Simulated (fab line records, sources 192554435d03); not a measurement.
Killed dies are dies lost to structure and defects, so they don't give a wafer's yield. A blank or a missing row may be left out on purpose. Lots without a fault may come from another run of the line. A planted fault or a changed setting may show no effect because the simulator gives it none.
Split-lot experiment | flow n5_finfet | 7 lots, 21 wafers read, on a route of 1938 steps

THE SPLIT
At N5_SDB_COAT_03 (time 60 s, resist thk 100 nm), the setting spin_rpm was moved away from the recipe's 1500 rpm on 8 of the 21 wafers read, by -5.5% to +9.1%. The other wafers ran this setting at the recipe's value.

FROM THE SPLIT TO THE READING: what the file shows between them, 4 steps
- N5_SDB_COAT_04: time 60 s, resist thk 18 nm
- N5_SDB_COAT_05: resist thk 90 nm
- N5_SDB_DESCUM_16: chemistry O2, time 7.9 s
- N5_SDB_ETCH_17: etches SiARC in CF4, target depth 23.4 nm, time 39 s

THE READING
etch.depth_nm (the simulator's own value, which no gauge read), in nm, at N5_SDB_ETCH_18 (etches SOC in N2/H2, target depth 100 nm, overetch 20 nm, time 150 s). The file gives no usual value for it. The 13 wafers here that ran the recipe average 100.16 nm, standard deviation 0.15 nm.

wafer  | tool, chamber at the split | spin_rpm as run, rpm | against the recipe | etch.depth_nm, nm | against lot-mates on the recipe
L074.2 | litho_track-04, 0          | 1568                 | +4.5%              | 98.17             | -2.23
L074.4 | litho_track-04, 0          | 1500                 | recipe             | 100.3             | -
L074.6 | litho_track-04, 0          | 1500                 | recipe             | 100.5             | -
L076.1 | litho_track-03, 0          | 1637                 | +9.1%              | 95.49             | -4.61
L076.2 | litho_track-03, 0          | 1637                 | +9.1%              | 95.7              | -4.40
L076.4 | litho_track-03, 0          | 1500                 | recipe             | 100.1             | -
L077.1 | litho_track-03, 0          | 1563                 | +4.2%              | 97.83             | -2.17
L077.2 | litho_track-03, 0          | 1500                 | recipe             | 100.1             | -
L077.6 | litho_track-03, 0          | 1500                 | recipe             | 99.91             | -
L085.1 | litho_track-04, 0          | 1500                 | recipe             | 100               | -
L085.5 | litho_track-04, 0          | 1421                 | -5.3%              | 102.9             | +2.90
L085.6 | litho_track-04, 0          | 1421                 | -5.3%              | 102.4             | +2.40
L089.1 | litho_track-03, 0          | 1500                 | recipe             | 100.1             | -
L089.6 | litho_track-03, 0          | 1500                 | recipe             | 100.1             | -
L089.3 | litho_track-03, 0          | 1500                 | recipe             | 100.3             | -
L095.1 | litho_track-03, 0          | 1569                 | +4.6%              | 98.13             | -2.12
L095.2 | litho_track-03, 0          | 1500                 | recipe             | 100.3             | -
L095.6 | litho_track-03, 0          | 1500                 | recipe             | 100.2             | -
L096.1 | litho_track-02, 0          | 1418                 | -5.5%              | 103               | +2.90
L096.4 | litho_track-02, 0          | 1500                 | recipe             | 100               | -
L096.5 | litho_track-02, 0          | 1500                 | recipe             | 100.2             | -

THE FIT
A straight line over all 21 wafers: etch.depth_nm changes by -0.492 nm for each +1% of spin_rpm; r = -1.00; the points scatter about the line by 0.19 nm.
The same after taking each lot's own level away (the mean of its wafers on the recipe; 21 wafers): -0.499 nm for each +1%; r = -1.00; scatter 0.13 nm.
On that fit, the largest move of spin_rpm shifts the reading by 4.6 nm.
The lots' own levels span 100.000 to 100.400 nm, that is 2.6 times the standard deviation above.
So the lot-to-lot level changes the slope little: the two slopes agree.
Check: with one of the wafers moved furthest among these (+9.1%) left out of the fit, the line predicts -4.5 nm for it against its lot-mates. It came out at -4.61 nm against them.

OTHER SPLITS ON THESE WAFERS
These wafers also went through other splits before the reading. Each is held against what the fit with the lots' levels taken away leaves over:
other split on the same wafers    | wafers away from the commonest value | r with etch.depth_nm (lot level and that fit taken away)
N5_WELL_APT_COAT_02 spin_rpm      | 9                                    | -0.17
N5_WELL_APT_EXPOSE_22 dose_mj     | 12                                   | -0.10
N5_WELL_APT_PEB_23 peb_time_s     | 2                                    | +0.06
N5_FIN_SAQP_SPACER2_ALD_28 temp_c | 8                                    | -0.29
N5_FIN_SAQP_FIN_ETCH_36 icp_w     | 8                                    | -0.03
N5_FIN_CUT_COAT_19 spin_rpm       | 7                                    | +0.30
N5_DUMMY_GATE_COAT_28 spin_rpm    | 8                                    | +0.23
N5_SD_EPI_N_EPI_21 time_s         | 8                                    | -0.04

THE WHOLE CHAIN: every reading that the file lists as answering this split, in the file's order
step            | what it does                                                         | reading                                                                    | change (the file's fit)               | r (the file's)
N5_SDB_COAT_03  | time 60 s, resist thk 100 nm                                         | SOC_of_SDB_COAT_03.thk_nm (the simulator's own value, which no gauge read) | -0.508 nm for each +1% of the setting | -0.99
N5_SDB_ETCH_18  | etches SOC in N2/H2, target depth 100 nm, overetch 20 nm, time 150 s | etch.depth_nm (the simulator's own value, which no gauge read)             | -0.502 nm for each +1% of the setting | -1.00
N5_SDB_STRIP_22 | strips in N2/H2                                                      | strip_time_to_endpoint_s                                                   | withheld for each +1% of the setting  | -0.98

THE FILE'S OWN FIT
etch.depth_nm changes by -0.502 nm for each +1% of spin_rpm, r = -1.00.
